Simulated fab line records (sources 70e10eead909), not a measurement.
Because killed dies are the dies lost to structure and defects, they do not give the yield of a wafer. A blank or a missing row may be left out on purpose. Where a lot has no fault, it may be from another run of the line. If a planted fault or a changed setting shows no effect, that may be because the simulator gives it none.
What tool caused it? || flow nand_harc || 13 lots, 39 wafers sampled, at 2 steps of a route of 1302

## WHAT EACH GAUGE READ, for each wafer
NHARC_A_SLIT_CD_MEAS_21. Usual: cd_nm 289.8 nm, standard deviation 0.85.
{"lot": "L437", "measured": "day 20 13:27", "on": "cd_sem-03", "cd_nm (nm)": "287.9 289.7 290.7", "flag": ""}
{"lot": "L435", "measured": "day 20 18:18", "on": "cd_sem-02", "cd_nm (nm)": "287.9 286.9 288.5", "flag": ""}
{"lot": "L438", "measured": "day 20 21:26", "on": "cd_sem-02", "cd_nm (nm)": "291.3 291.5 289.9", "flag": ""}
{"lot": "L439", "measured": "day 21 13:11", "on": "cd_sem-01", "cd_nm (nm)": "287.9 289.2 289.5", "flag": ""}
{"lot": "L442", "measured": "day 23 00:33", "on": "cd_sem-01", "cd_nm (nm)": "289.5 290.0 288.8", "flag": ""}
{"lot": "L443", "measured": "day 23 01:25", "on": "cd_sem-01", "cd_nm (nm)": "290.0 290.9 290.8", "flag": ""}
{"lot": "L446", "measured": "day 25 01:15", "on": "cd_sem-02", "cd_nm (nm)": "289.4 290.2 289.0", "flag": ""}
{"lot": "L447", "measured": "day 25 02:43", "on": "cd_sem-03", "cd_nm (nm)": "289.6 289.9 290.4", "flag": ""}
{"lot": "L450", "measured": "day 27 05:56", "on": "cd_sem-01", "cd_nm (nm)": "289.3 288.6 289.8", "flag": ""}
{"lot": "L454", "measured": "day 28 04:02", "on": "cd_sem-02", "cd_nm (nm)": "290.9 290.8 290.3", "flag": ""}
{"lot": "L455", "measured": "day 28 06:05", "on": "cd_sem-01", "cd_nm (nm)": "291.0 290.8 289.4", "flag": ""}
{"lot": "L457", "measured": "day 28 09:29", "on": "cd_sem-03", "cd_nm (nm)": "289.2 289.1 288.5", "flag": ""}
{"lot": "L456", "measured": "day 28 14:11", "on": "cd_sem-01", "cd_nm (nm)": "290.1 289.9 288.7", "flag": ""}

## TOOL THAT RAN EACH LOT (tool first, then ch and the chambers of the sampled wafers, then the start)
{"lot": "L437", "NHARC_A_SLIT_ETCH_29": "rie_diel-06 ch 0,1,2, day 20 12:56"}
{"lot": "L435", "NHARC_A_SLIT_ETCH_29": "rie_diel-06 ch 0,1,2, day 20 17:46"}
{"lot": "L438", "NHARC_A_SLIT_ETCH_29": "rie_diel-11 ch 0,3, day 20 20:54"}
{"lot": "L439", "NHARC_A_SLIT_ETCH_29": "rie_diel-07 ch 1,2,3, day 21 12:38"}
{"lot": "L442", "NHARC_A_SLIT_ETCH_29": "rie_diel-07 ch 0,2,3, day 23 00:02"}
{"lot": "L443", "NHARC_A_SLIT_ETCH_29": "rie_diel-06 ch 0,1,3, day 23 00:53"}
{"lot": "L446", "NHARC_A_SLIT_ETCH_29": "rie_diel-07 ch 0,1,2, day 25 00:43"}
{"lot": "L447", "NHARC_A_SLIT_ETCH_29": "rie_diel-11 ch 0,1,3, day 25 02:10"}
{"lot": "L450", "NHARC_A_SLIT_ETCH_29": "rie_diel-11 ch 0,2,3, day 27 05:24"}
{"lot": "L454", "NHARC_A_SLIT_ETCH_29": "rie_diel-06 ch 2,3, day 28 03:28"}
{"lot": "L455", "NHARC_A_SLIT_ETCH_29": "rie_diel-06 ch 1,2, day 28 05:34"}
{"lot": "L457", "NHARC_A_SLIT_ETCH_29": "rie_diel-11 ch 0,2,3, day 28 08:55"}
{"lot": "L456", "NHARC_A_SLIT_ETCH_29": "rie_diel-07 ch 2,3, day 28 13:37"}
- NHARC_A_SLIT_ETCH_29: etches the open film in CF4/O2, target depth 100 nm, overetch 10 nm, time 55 s.

## AS READ BY THE TOOLS THEMSELVES (means over the sampled wafers that have a number; for cases with no such wafer, the mark the record gives instead)
NHARC_A_SLIT_ETCH_29. Usual: drypump_motor_current_A 5.6 A, standard deviation 0.44; oes_f_703_au 1.001 a.u., standard deviation 0.0044; oes_product_au 0.996 a.u., standard deviation 0.0092; rf_vpp_V 197.9 V, standard deviation 1.5; showerhead_plenum_p_Torr 1.34 Torr, standard deviation 0.062; throttle_valve_pct 13.398 %, standard deviation 0.0091.
{"lot": "L437", "tool": "rie_diel-06", "drypump_motor_current_A (A)": 5.5, "oes_f_703_au (a.u.)": 1.002, "oes_product_au (a.u.)": 0.991, "rf_vpp_V (V)": 198.1, "showerhead_plenum_p_Torr (Torr)": 1.37, "throttle_valve_pct (%)": 13.398, "flag": ""}
{"lot": "L435", "tool": "rie_diel-06", "drypump_motor_current_A (A)": 5.5, "oes_f_703_au (a.u.)": 1.001, "oes_product_au (a.u.)": 0.993, "rf_vpp_V (V)": 198.8, "showerhead_plenum_p_Torr (Torr)": 1.37, "throttle_valve_pct (%)": 13.399, "flag": ""}
{"lot": "L438", "tool": "rie_diel-11", "drypump_motor_current_A (A)": 5.6, "oes_f_703_au (a.u.)": 1.000, "oes_product_au (a.u.)": 0.998, "rf_vpp_V (V)": 199.1, "showerhead_plenum_p_Torr (Torr)": 1.37, "throttle_valve_pct (%)": 13.395, "flag": ""}
{"lot": "L439", "tool": "rie_diel-07", "drypump_motor_current_A (A)": 5.4, "oes_f_703_au (a.u.)": 1.000, "oes_product_au (a.u.)": 0.995, "rf_vpp_V (V)": 196.0, "showerhead_plenum_p_Torr (Torr)": 1.29, "throttle_valve_pct (%)": 13.387, "flag": ""}
{"lot": "L442", "tool": "rie_diel-07", "drypump_motor_current_A (A)": 5.6, "oes_f_703_au (a.u.)": 1.004, "oes_product_au (a.u.)": 1.001, "rf_vpp_V (V)": 196.6, "showerhead_plenum_p_Torr (Torr)": 1.27, "throttle_valve_pct (%)": 13.391, "flag": ""}
{"lot": "L443", "tool": "rie_diel-06", "drypump_motor_current_A (A)": 5.9, "oes_f_703_au (a.u.)": 0.999, "oes_product_au (a.u.)": 0.993, "rf_vpp_V (V)": 198.3, "showerhead_plenum_p_Torr (Torr)": 1.36, "throttle_valve_pct (%)": 13.403, "flag": ""}
{"lot": "L446", "tool": "rie_diel-07", "drypump_motor_current_A (A)": 5.3, "oes_f_703_au (a.u.)": 1.001, "oes_product_au (a.u.)": 0.996, "rf_vpp_V (V)": 196.7, "showerhead_plenum_p_Torr (Torr)": 1.29, "throttle_valve_pct (%)": 13.398, "flag": ""}
{"lot": "L447", "tool": "rie_diel-11", "drypump_motor_current_A (A)": 5.5, "oes_f_703_au (a.u.)": 0.997, "oes_product_au (a.u.)": 1.001, "rf_vpp_V (V)": 198.7, "showerhead_plenum_p_Torr (Torr)": 1.38, "throttle_valve_pct (%)": 13.396, "flag": ""}
{"lot": "L450", "tool": "rie_diel-11", "drypump_motor_current_A (A)": 5.8, "oes_f_703_au (a.u.)": 1.006, "oes_product_au (a.u.)": 0.995, "rf_vpp_V (V)": 197.0, "showerhead_plenum_p_Torr (Torr)": 1.33, "throttle_valve_pct (%)": 13.399, "flag": ""}
{"lot": "L454", "tool": "rie_diel-06", "drypump_motor_current_A (A)": 5.1, "oes_f_703_au (a.u.)": 0.999, "oes_product_au (a.u.)": 0.996, "rf_vpp_V (V)": 199.7, "showerhead_plenum_p_Torr (Torr)": 1.40, "throttle_valve_pct (%)": 13.397, "flag": ""}
{"lot": "L455", "tool": "rie_diel-06", "drypump_motor_current_A (A)": 5.3, "oes_f_703_au (a.u.)": 0.997, "oes_product_au (a.u.)": 0.997, "rf_vpp_V (V)": 198.0, "showerhead_plenum_p_Torr (Torr)": 1.32, "throttle_valve_pct (%)": 13.398, "flag": ""}
{"lot": "L457", "tool": "rie_diel-11", "drypump_motor_current_A (A)": 5.8, "oes_f_703_au (a.u.)": 1.002, "oes_product_au (a.u.)": 0.997, "rf_vpp_V (V)": 198.2, "showerhead_plenum_p_Torr (Torr)": 1.33, "throttle_valve_pct (%)": 13.398, "flag": ""}
{"lot": "L456", "tool": "rie_diel-07", "drypump_motor_current_A (A)": 5.6, "oes_f_703_au (a.u.)": 1.002, "oes_product_au (a.u.)": 0.998, "rf_vpp_V (V)": 196.9, "showerhead_plenum_p_Torr (Torr)": 1.27, "throttle_valve_pct (%)": 13.393, "flag": ""}

## THE ANSWER, worked out from the rows above alone
Rule: a lot counts as off when the mean over its wafers that have a number is more than 3 standard deviations away from the usual mean. Also off: a lot with no number at a reading for which 4 or more lots have one. Any other lot the step has rows for is counted as sound. Order of review: gauges by route order, followed by the tools' own readings, for which a lot's mean as printed above is used. The first step at which some lot is off is used, and at that step the reading that is off furthest; a lot without a number counts as furthest.
No lot is off at any reading shown: from this, nothing can be told.

## WHAT HAD BEEN PUT IN BY THE SIMULATOR
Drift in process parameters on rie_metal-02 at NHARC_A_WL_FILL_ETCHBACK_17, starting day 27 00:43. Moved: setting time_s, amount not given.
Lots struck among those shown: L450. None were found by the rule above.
